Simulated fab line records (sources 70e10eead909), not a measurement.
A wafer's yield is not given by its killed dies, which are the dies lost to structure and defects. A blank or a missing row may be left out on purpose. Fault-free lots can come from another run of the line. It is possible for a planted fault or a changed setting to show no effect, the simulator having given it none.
Struck lot and sound lot, side by side ; flow nand harc ; 13 out of 1159 route steps
Sound: these wafers, L873.1, L873.4, L873.6. Struck: wafer L878.2 (L878.4, L878.6, from the same lot, were not struck and are left out); the cause is given at the end.
Each step with rows lists, per side, the tool, then ch with its chambers, then its first start. Under that, the readings that differ: sound wafers ; struck wafers ; difference of the means ; sigmas: that difference in standard deviations of wafers without a fault.
alike: words and numbers the same on both sides, and readings whose means are apart by under 2 such deviations; not compared: readings that were withheld, readings missing a value for some wafer, numbers with overlapping values and no deviation given by the record, and bounds like >300 which may hide the same value.
The two part at a step that has a row with sigmas, a row that says differs or no value, or rows on one side only. Numbers that don't overlap but have no deviation are shown without sigmas and don't part them. A reading missing from all wafers of one side parts the sides only when that side holds two or more wafers.

NHARC_A_WL_FILL_ALD_02: deposits TiN, target thk 2 nm, pulse time 3 s, ald cycles 100.
  sound on ald metal-01 ch 0,1,3, day 17 17:38; struck on ald metal-02 ch 2, day 18 04:39
  alike: heater power outer w, heater power w, precursor pulse height rel, susceptor temp C
NHARC_A_WL_FILL_CVD_03: deposits W, target thk 40 nm, time 3302 s.
  sound on cvd w-01 ch 0,1, day 17 18:56; struck on cvd w-01 ch 1, day 18 06:24
  alike: heater power outer w, heater power w, susceptor temp C, throttle valve pct
NHARC_A_WL_FILL_ETCHBACK_04: etches the open film in NF3, target depth 60 nm, time 120 s.
  sound on rie metal-02 ch 1, day 17 21:47; struck on rie metal-01 ch 1, day 18 09:46
  alike: drypump motor current A, oes product au, run length s
  not compared: rf hours counter h
NHARC_A_WL_FILL_ETCHBACK_05: etches the open film in Cl2/BCl3, target depth 22 nm, time 60 s.
  sound on rie metal-02 ch 1, day 17 22:14; struck on rie metal-01 ch 0, day 18 09:58
reading;sound;struck;difference;sigmas
run length s (s);81.7 81.6 81.7;80.3;-1.4;-2
  alike: drypump motor current A, oes product au
  not compared: rf hours counter h
then, 5 steps without rows for these wafers: NHARC_A_WL_FILL_STRIP_27 (strips in N2/H2, time 20 s); NHARC_A_WL_FILL_STRIP_28 (strips in post etch residue remover, time 1200 s); NHARC_A_WL_FILL_PRECLEAN_06 (cleans in DIW, time 300 s); NHARC_A_WL_FILL_SRD_07; NHARC_A_WL_FILL_ANNEAL_08 (time 1800 s).
NHARC_A_WL_FILL_ALD_10: deposits SiO2, target thk 50 nm, pulse time 10 s, ald cycles 500.
  sound on ald hk-03 ch 2,3, day 18 04:16; struck on ald hk-01 ch 3, day 18 16:53
  alike: heater power outer w, heater power w, precursor pulse height rel, susceptor temp C
NHARC_A_WL_FILL_ETCHBACK_16: etches the open film in C4F8/O2/Ar, target depth 88 nm, time 17.6 s.
  sound on rie diel-09 ch 0,2,3, day 18 08:52; struck on rie diel-02 ch 2, day 18 21:34
reading;sound;struck;difference;sigmas
run length s (s);39.0 38.1 38.9;27.9;-10.8;-23
  alike: oes product au, rf vpp V
  not compared: rf hours counter h
then, 1 step without rows for these wafers: NHARC_A_WL_FILL_STRIP_29 (strips in O2, time 20 s).
-- break in the record here, with 4 days between the starts of the struck wafers on either side (left off in module A_WL_FILL, picked up again in module END, where the first step shown is number 1159 on the route) --
NHARC_END_SORT_01:
  here the record holds rows for the struck wafers (prober-01 ch 0, day 22 22:19) but none for the sound ones

## WHERE THEY PART
Earliest at NHARC_A_WL_FILL_ETCHBACK_05; latest, in this record, at NHARC_END_SORT_01.

WHY: what had been put in by the simulator
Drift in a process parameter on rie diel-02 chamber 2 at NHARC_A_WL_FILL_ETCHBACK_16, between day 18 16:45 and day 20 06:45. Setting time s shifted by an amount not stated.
